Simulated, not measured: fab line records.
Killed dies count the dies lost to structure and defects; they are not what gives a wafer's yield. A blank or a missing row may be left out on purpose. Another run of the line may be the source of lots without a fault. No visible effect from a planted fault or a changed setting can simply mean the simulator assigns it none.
fab line records	flow n5-finfet
[record] lots = 5	wafers = 13	last-day = 16
route steps=1938 shown GATE_CUT@478 PASSIVATION@1936
lots that met no fault: taken from a fault-free run of the same line
start-h: hours from the record's opening day to when the first of the lot's shown wafers began	wait-h: hours since the lot's step before	" the same as in the row above	L1.1+2: several wafers, shown together as one row	- no value, or no start was given	* or withheld: withheld	< > ~ a bound
route shown NAME@n: names a module that has steps shown in the file, with the first one's number in the route	usual: mean/standard deviation taken from wafers without a fault	same: alike in all rows	chamber/n: place in a boat	sites: readings site by site	_std_site: standard deviation of those values	_edge_site: outer sites' mean less inner sites'	radius-mm: for every site, how far away it sits from the centre of the wafer	mask NAME#n: copy n	behind: the tool/chamber that last shaped the wafer	hold: reason for holding the lot/hours on hold/outcome of the hold	device: the n, p or np transistor that did not switch	end of line: the tests these same wafers got at the end of their route	step lacking rows: just its recipe	killed: not the wafer's yield, but the dies lost to structure and defects at the first sort	map: the dies of a wafer, with x for killed, . for not killed, _ for no die there
set.NAME: the setting the step ran with; set.NAME@STEP: the setting that earlier step ran with	model.NAME: the simulator's own value behind a step, which no gauge read
certain route steps with their lots: each step a table, each wafer a row
services: a tool's chamber out of use, with start hour (start-h, from the record's first day; less than 0 if before it), hours out, and reason
[[steps]]
[step N5_GATE_CUT_COAT_34]
[recipe] resist = SOC	temp-c = 250	time-s = 60	spin-rpm = 1500	resist-thk-nm = 60
[step N5_GATE_CUT_COAT_35]
[recipe] resist = SiARC	temp-c = 220	time-s = 60	spin-rpm = 1500	resist-thk-nm = 10
[step N5_GATE_CUT_COAT_27]
[recipe] resist = underlayer	temp-c = 205	time-s = 60	spin-rpm = 1500	resist-thk-nm = 10
[step N5_GATE_CUT_COAT_07]
[recipe] resist = CAR-EUV	spin-rpm = 1500	resist-thk-nm = 30
[step N5_GATE_CUT_EBR_09]
[recipe] solvent = PGMEA	ebr-width-mm = 1.5
[step N5_GATE_CUT_SOFTBAKE_08]
[recipe] temp-c = 110	time-s = 60	resist = CAR-EUV
[step N5_GATE_CUT_EXPOSE_10]
[recipe] mask-id = GATE_CUT	na = 0.33	source-shape = annular	sigma-inner = 0.35	sigma-outer = 0.8	polarization = unpolarized	target-cd-nm = 20	dose-mj = 43.25
[step N5_GATE_CUT_PEB_11]
[recipe] peb-temp-c = 100	peb-time-s = 60	resist = CAR-EUV
[step N5_GATE_CUT_DEVELOP_12]
[recipe] develop-time-s = 30	developer = TMAH	resist = CAR-EUV	rinse-liquid = surfactant-rinse	dry = air-spin	dev-temp-c = 23
[step N5_GATE_CUT_DESCUM_18]
[recipe] chemistry = O2	time-s = 7	source-power-w = 50	bias-power-w = 20	pressure-mtorr = 20	rf-frequency-hz = 2.712e+07	temp-c = 40	resist = CAR-EUV	o2-flow-sccm = 225
[usual] chamber-pressure-mTorr = 20.001/0.02	drypump-motor-current-A = 5.8/0.38	oes-product-au = 0.80/0.088	rf-vpp-V = 243.2/1.5	showerhead-plenum-p-Torr = 2.09/0.077	temp-c = 40.00/0.12	throttle-valve-pct = 20.49/0.25
lot.wafer	tool	chamber	start-h	wait-h	chamber-pressure-mTorr	drypump-motor-current-A	oes-product-au	rf-hours-counter-h	rf-vpp-V	showerhead-plenum-p-Torr	temp-c	throttle-valve-pct	model.CAR-EUV_of_GATE_CUT_COAT_07.thk-nm	model.GATE_CUT.cd-nm
L567.3	rie-diel-03	3	95.39	0.0	20.024	6.3	0.85	76	245.7	2.20	40.11	20.40	26	20
L567.5	"	3	"	"	19.976	6.2	0.83	-	245.1	2.20	39.93	20.42	25.8	19.8
L567.6	"	2	"	"	20.011	5.7	0.89	-	244.6	2.13	39.87	20.35	26	20
L568.1	rie-diel-03	3	103.13	0.0	19.981	6.2	0.83	79	243.6	2.20	40.19	20.41	27.4	19.6
L568.2	"	1	"	"	19.970	5.8	0.70	240	243.6	2.15	39.92	20.66	27.6	19.8
L568.3	"	0	"	"	20.010	5.4	0.74	161	243.9	2.11	39.87	20.95	26	20
L569.1	rie-diel-03	3	106.28	0.0	20.043	6.3	0.84	80	244.5	2.20	39.90	20.41	27.4	19.6
L569.4	"	2	"	"	20.024	5.7	0.89	33	244.5	2.13	40.23	20.35	26	20.2
L570.1	rie-diel-03	0	116.58	0.0	20.012	5.4	0.73	165	243.2	2.11	40.08	20.95	27.4	19.8
L570.4	"	2	"	"	20.029	5.7	0.88	35	241.9	2.13	40.15	20.34	26	20
L579.2	rie-diel-02	3	167.62	0.3	20.009	5.4	0.73	157	244.2	2.10	40.08	20.51	26	20
L579.5	"	3	"	"	19.999	5.4	0.72	-	243.4	2.10	39.98	20.51	26.2	20
L579.6	"	2	"	"	19.983	5.7	0.69	-	243.2	2.05	40.12	20.21	26	20.2
[step N5_GATE_CUT_ETCH_28]
[recipe] chemistry = N2/H2	target = underlayer	target-depth-a = 130	mask-material = CAR-EUV	time-s = 10.4	ion-energy-ev = 200	pressure-mtorr = 30	source-w = 840	bias-w = 150	n2-flow-sccm = 200	h2-flow-sccm = 200	ends = cleared
[step N5_GATE_CUT_ETCH_36]
[recipe] chemistry = CF4	target = SiARC	target-depth-a = 130	mask-material = CAR-EUV	time-s = 21.7	ion-energy-ev = 80	pressure-mtorr = 40	source-w = 545	bias-w = 36	Ar_flow_sccm = 100	cf4-flow-sccm = 100	ends = cleared
[usual] chamber-pressure-mTorr = 40.00/0.039	drypump-motor-current-A = 5.8/0.38	etch-rf-on-time-s = 21.5/0.49	oes-product-au = 0.69/0.075	rf-vpp-V = 184.1/1.2	showerhead-plenum-p-Torr = 2.14/0.072	throttle-valve-pct = 15.67/0.21
lot.wafer	tool	chamber	start-h	wait-h	chamber-pressure-mTorr	drypump-motor-current-A	etch-rf-on-time-s	oes-product-au	rf-hours-counter-h	rf-vpp-V	showerhead-plenum-p-Torr	throttle-valve-pct	model.CAR-EUV_of_GATE_CUT_COAT_07.thk-nm
L567.3	rie-diel-03	3	95.45	0.0	39.97	6.3	21.6	0.73	76	184.5	2.26	15.63	6.6
L567.5	"	3	"	"	40.03	6.3	21.5	0.72	-	185.0	2.26	15.63	6.6
L567.6	"	2	"	"	39.94	5.7	21.7	0.76	-	185.4	2.18	15.51	6.8
L568.1	rie-diel-03	3	103.18	0.0	40.03	6.3	21.5	0.72	79	184.8	2.26	15.61	8.2
L568.2	"	1	"	"	40.00	5.8	20.8	0.60	240	185.1	2.19	15.85	8.4
L568.3	"	0	"	"	39.91	5.4	21.7	0.64	161	183.6	2.15	16.02	7
L569.1	rie-diel-03	3	106.33	0.0	40.04	6.3	21.5	0.72	80	185.0	2.26	15.62	8.2
L569.4	"	2	"	"	39.94	5.7	21.4	0.75	33	184.1	2.17	15.51	6.8
L570.1	rie-diel-03	0	116.64	0.0	39.97	5.4	21.8	0.63	165	184.3	2.15	16.02	8.4
L570.4	"	2	"	"	40.01	5.7	21.4	0.76	35	184.5	2.17	15.52	6.8
L579.2	rie-diel-02	3	167.67	0.0	40.05	5.5	21.7	0.62	157	183.7	2.14	15.64	7
L579.5	"	3	"	"	40.01	5.5	22.0	0.62	-	184.1	2.14	15.65	7
L579.6	"	2	"	"	39.98	5.7	21.6	0.59	-	183.5	2.12	15.59	6.8
[step N5_GATE_CUT_ETCH_37]
[recipe] chemistry = N2/H2	target = SOC	target-depth-a = 600	overetch-a = 120	mask-material = SiARC	temp-c = 40	time-s = 90	ion-energy-ev = 200	pressure-mtorr = 30	source-w = 840	bias-w = 150	n2-flow-sccm = 200	h2-flow-sccm = 200
[step N5_GATE_CUT_STRIP_38]
[recipe] chemistry = N2/H2	temp-c = 40	n2-flow-sccm = 200	h2-flow-sccm = 200	rf-frequency-hz = 6e+07
[step N5_GATE_CUT_STRIP_39]
[recipe] chemistry = N2/H2	temp-c = 40	n2-flow-sccm = 200	h2-flow-sccm = 200	rf-frequency-hz = 6e+07
[step N5_GATE_CUT_HM_OPEN_40]
[recipe] chemistry = C4F6/O2	target = SiO2	mask-material = SiARC	target-depth-a = 1390	time-s = 85.1	ion-energy-ev = 250	pressure-mtorr = 30	source-w = 345	bias-w = 185	Ar_flow_sccm = 300	C4F6_flow_sccm = 10	O2_flow_sccm = 10	ends = cleared
[step N5_GATE_CUT_STRIP_41]
[recipe] chemistry = CF4	resist = SiARC	power-w = 300	bias-power-w = 75	pressure-mtorr = 50	cf4-flow-sccm = 150	rf-frequency-hz = 6e+07
[step N5_GATE_CUT_STRIP_42]
[recipe] chemistry = O2	power-w = 400	temp-c = 40	pressure-mtorr = 30	rf-frequency-hz = 6e+07	bias-power-w = 0	overash-fraction = 0.3	o2-flow-sccm = 225
[step N5_GATE_CUT_ETCH_19]
[recipe] chemistry = CH3F/O2	target = SiNx	mask-material = SiO2	target-depth-a = 537	time-s = 76.7	pressure-mtorr = 30	source-w = 395	bias-w = 73	Ar_flow_sccm = 150	CH3F_flow_sccm = 30	O2_flow_sccm = 20	ion-energy-ev = 120	ends = cleared
[usual] CH3F_flow_sccm = 30.01/0.097	chamber-pressure-mTorr = 30.003/0.028	drypump-motor-current-A = 5.8/0.38	etch-rf-on-time-s = 76.4/1.3	oes_f_703_au = 0.81/0.087	oes-product-au = 0.68/0.072	rf-vpp-V = 295/4.7	showerhead-plenum-p-Torr = 2.00/0.072	throttle-valve-pct = 16.42/0.2
lot.wafer	tool	chamber	start-h	wait-h	CH3F_flow_sccm	chamber-pressure-mTorr	drypump-motor-current-A	etch-rf-on-time-s	oes_f_703_au	oes-product-au	rf-hours-counter-h	rf-vpp-V	showerhead-plenum-p-Torr	throttle-valve-pct	model.GATE_CUT.cd-nm
L567.3	rie-diel-03	3	95.68	0.0	29.97	30.060	6.3	77.5	0.87	0.72	77	289	2.12	16.40	20
L567.5	"	3	"	"	29.95	30.008	6.3	77.4	0.88	0.72	-	290	2.12	16.41	19.8
L567.6	"	2	"	"	30.03	30.048	5.7	76.4	0.88	0.76	-	293	2.03	16.25	20.2
L568.1	rie-diel-03	3	103.41	0.0	30.16	29.989	6.2	76.3	0.87	0.72	79	290	2.12	16.40	19.6
L568.2	"	1	"	"	29.97	29.993	5.8	74.1	0.72	0.61	240	295	2.06	16.64	19.8
L568.3	"	0	"	"	29.90	30.074	5.4	76.2	0.74	0.64	162	297	2.00	16.73	19.8
L569.1	rie-diel-03	3	106.56	0.0	30.08	29.983	6.3	75.7	0.87	0.72	80	290	2.12	16.43	20
L569.4	"	2	"	"	30.16	29.951	5.7	74.9	0.87	0.76	34	293	2.03	16.25	20.2
L570.1	rie-diel-03	0	116.87	0.0	29.94	29.970	5.4	76.8	0.74	0.63	165	296	2.00	16.74	19.8
L570.4	"	2	"	"	30.07	29.989	5.7	76.4	0.88	0.75	35	292	2.03	16.26	20.2
L579.2	rie-diel-02	3	167.90	0.0	30.03	30.036	5.4	76.3	0.72	0.63	157	308	1.99	16.37	20
L579.5	"	3	"	"	30.13	29.972	5.5	76.6	0.72	0.63	-	307	1.99	16.37	20
L579.6	"	2	"	"	30.00	30.012	5.7	76.6	0.69	0.59	-	303	1.98	16.35	19.8
[step N5_GATE_CUT_CUT_ETCH_53]
[recipe] chemistry = SF6/Cl2	target = W	mask-material = SiO2	target-depth-a = 792	pressure-mtorr = 8	icp-w = 900	bias-w = 80	SF6_flow_sccm = 40	Cl2_flow_sccm = 60	ends = cleared
[step N5_PASSIVATION_PROBE_49]
[usual] killed_at_M0_to_M3 = 31/11	killed_at_M4_up = 14/5.1	killed-at-contacts = 12/5.6	killed-at-front-end = 42/12	killed-at-other = 3.8/2.9	killed-dies = 103/18	killed-open = 67/14	killed-short = 33/8
[same] gross-dies = 1180	killed-at-back-side = 0
lot.wafer	tool	chamber	start-h	wait-h	killed_at_M0_to_M3	killed_at_M4_up	killed-at-contacts	killed-at-front-end	killed-at-other	killed-dies	killed-open	killed-short
L567.3	prober-01	-	306.32	0.1	29	6	5	40	10	90	54	36
L567.5	prober-01	-	306.42	0.2	25	14	10	33	6	88	53	32
L567.6	prober-01	-	306.47	0.3	23	10	3	46	5	87	53	32
L569.1	prober-02	-	314.63	0.1	37	26	12	86	5	166	99	58
L569.4	prober-02	-	314.78	0.2	26	18	7	61	3	115	65	44
L570.1	prober-02	-	315.82	0.0	17	23	19	26	1	86	57	24
L570.4	prober-02	-	315.97	0.2	18	18	16	57	3	112	81	25
L579.2	prober-01	-	379.47	0.1	42	13	8	49	3	115	82	33
L579.5	prober-01	-	379.62	0.2	56	11	8	42	0	117	88	29
L579.6	prober-01	-	379.67	0.3	40	7	13	38	0	98	67	29
// killed by level:class
L567.3 FIN_SAQP:geometric-particle:short=9 BEOL_M0_SAQP:geometric-particle:short=8 FIN_SAQP:geometric-particle:open=7 BEOL_M3:geometric-particle:open=7 STI_FIN_REVEAL:geometric-particle:open=6 DUMMY_GATE:geometric-particle:open=6 BEOL_M2:geometric-particle:open=5 MOL_CONTACT_COAG:geometric-particle:open=4
L567.5 FIN_SAQP:geometric-particle:open=8 GATE_CUT:geometric-particle:short=6 MOL_CONTACT_COAG:geometric-particle:open=6 BEOL_M0_SAQP:geometric-particle:short=6 BEOL_M5:geometric-particle:open=6 STI_FIN_REVEAL:geometric-particle:open=5 BEOL_M0:geometric-particle:open=5 FIN_SAQP:geometric-particle:short=4
L567.6 FIN_SAQP:geometric-particle:open=12 FIN_SAQP:geometric-particle:short=10 STI_FIN_REVEAL:geometric-particle:open=10 BEOL_M2:geometric-particle:open=8 DUMMY_GATE:geometric-particle:open=4 BEOL_M0_SAQP:geometric-particle:open=4 STARTING-WAFER:geometric-particle:short=4 STI_FIN_REVEAL:geometric-particle:short=3
L569.1 STI_FIN_REVEAL:geometric-particle:open=28 BEOL_M4:geometric-particle:open=19 FIN_SAQP:geometric-particle:short=16 BEOL_M0_SAQP:geometric-particle:open=16 BEOL_M0_SAQP:geometric-particle:short=14 MOL_CONTACT_COAG:geometric-particle:open=10 FIN_SAQP:geometric-particle:open=8 HKMG_FIN:area-etch=8
L569.4 FIN_SAQP:geometric-particle:short=12 BEOL_M0_SAQP:geometric-particle:open=10 STI_FIN_REVEAL:geometric-particle:open=9 DUMMY_GATE:geometric-particle:open=9 BEOL_M0_SAQP:geometric-particle:short=8 MOL_CONTACT_COAG:geometric-particle:open=6 BEOL_M4:geometric-particle:short=6 HKMG_FIN:area-etch=6
L570.1 BEOL_M4:geometric-particle:open=17 MOL_CONTACT_COAG:geometric-particle:open=15 BEOL_M1:geometric-particle:open=7 STI_FIN_REVEAL:geometric-particle:open=6 MOL_CONTACT_COAG:geometric-particle:short=4 BEOL_M0_SAQP:geometric-particle:short=4 FIN_SAQP:geometric-particle:short=3 BEOL_M4:geometric-particle:short=3
L570.4 STI_FIN_REVEAL:geometric-particle:open=15 MOL_CONTACT_COAG:geometric-particle:open=15 FIN_SAQP:geometric-particle:open=12 BEOL_M3:geometric-particle:open=7 BEOL_M4:geometric-particle:open=7 DUMMY_GATE:geometric-particle:open=6 FIN_SAQP:geometric-particle:short=5 STARTING-WAFER:geometric-particle:short=5
L579.2 BEOL_M1:geometric-particle:open=15 STI_FIN_REVEAL:geometric-particle:open=14 BEOL_M5:geometric-particle:open=7 STI_FIN_REVEAL:geometric-particle:short=6 MOL_CONTACT_COAG:geometric-particle:open=6 BEOL_M3:geometric-particle:open=6 FIN_SAQP:geometric-particle:open=5 DUMMY_GATE:geometric-particle:open=5
L579.5 BEOL_M1:geometric-particle:open=21 FIN_SAQP:geometric-particle:open=13 BEOL_M0_SAQP:geometric-particle:open=12 BEOL_M0_SAQP:geometric-particle:short=9 MOL_CONTACT_COAG:geometric-particle:open=8 STI_FIN_REVEAL:geometric-particle:open=7 BEOL_M1:geometric-particle:short=7 BEOL_M2:geometric-particle:open=5
L579.6 MOL_CONTACT_COAG:geometric-particle:open=12 BEOL_M1:geometric-particle:open=8 FIN_SAQP:geometric-particle:short=7 DUMMY_GATE:geometric-particle:open=7 BEOL_M0_SAQP:geometric-particle:short=7 BEOL_M3:geometric-particle:open=7 FIN_SAQP:geometric-particle:open=6 BEOL_M0_SAQP:geometric-particle:open=6
[[services]]
tool	chamber	start-h	hours	kind
rie-diel-02	1	73.75	-	clean
rie-diel-02	1	73.75	-	consumable-replace:focus-ring
rie-diel-02	1	73.75	19.5	scheduled-down
rie-diel-02	1	73.75	19.5	vent-cycle
rie-diel-02	-	102.59	2.8	pm
rie-diel-03	1	144.94	3.3	repair
rie-diel-03	1	148.25	-	clean
rie-diel-03	1	148.25	-	consumable-replace:esc
rie-diel-03	1	148.25	-	consumable-replace:focus-ring
rie-diel-03	1	148.25	23.6	scheduled-down
rie-diel-03	1	148.25	23.6	vent-cycle
[[key]]
first-sign none at tools or gauges
[model-effect] step = N5_GATE_CUT_DESCUM_18	value = CAR-EUV_of_GATE_CUT_COAT_07.thk-nm	without = 26	struck = 27.45
[model-effect] step = N5_GATE_CUT_ETCH_36	value = CAR-EUV_of_GATE_CUT_COAT_07.thk-nm	without = 6.75	struck = 8.3
[model-effect] step = N5_GATE_CUT_ETCH_19	value = GATE_CUT.cd-nm	without = 20.2	struck = 19.8
met-at N5_GATE_CUT_DESCUM_18
struck-wafers L568.1,L568.2,L569.1,L570.1
tester-left-out L568,L569,L570
[baseline-loss] step = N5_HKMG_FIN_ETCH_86	wafers = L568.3
onset-between 95.39 103.13
[fault] kind = process-parameter-drift	tool = rie-diel-03	chamber = -	onset-h = 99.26	steps = N5_GATE_CUT_DESCUM_18	channel = time-s	offset = *	shape = step	end-h = 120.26	scope = struck-wafers-only	acts-in = *	stated = *
// tester-left-out: of these lots the tester's yield and bins aren't shown, on N5 and GAA mostly nor the transistor test; their killed dies are dies lost to structure and defects alone, not to doping, threshold or leakage, so they don't give the yield
// baseline-loss: these wafers lose ten dies or more at that step, a loss of the line's own and not of a fault; the sort's usual values leave them out
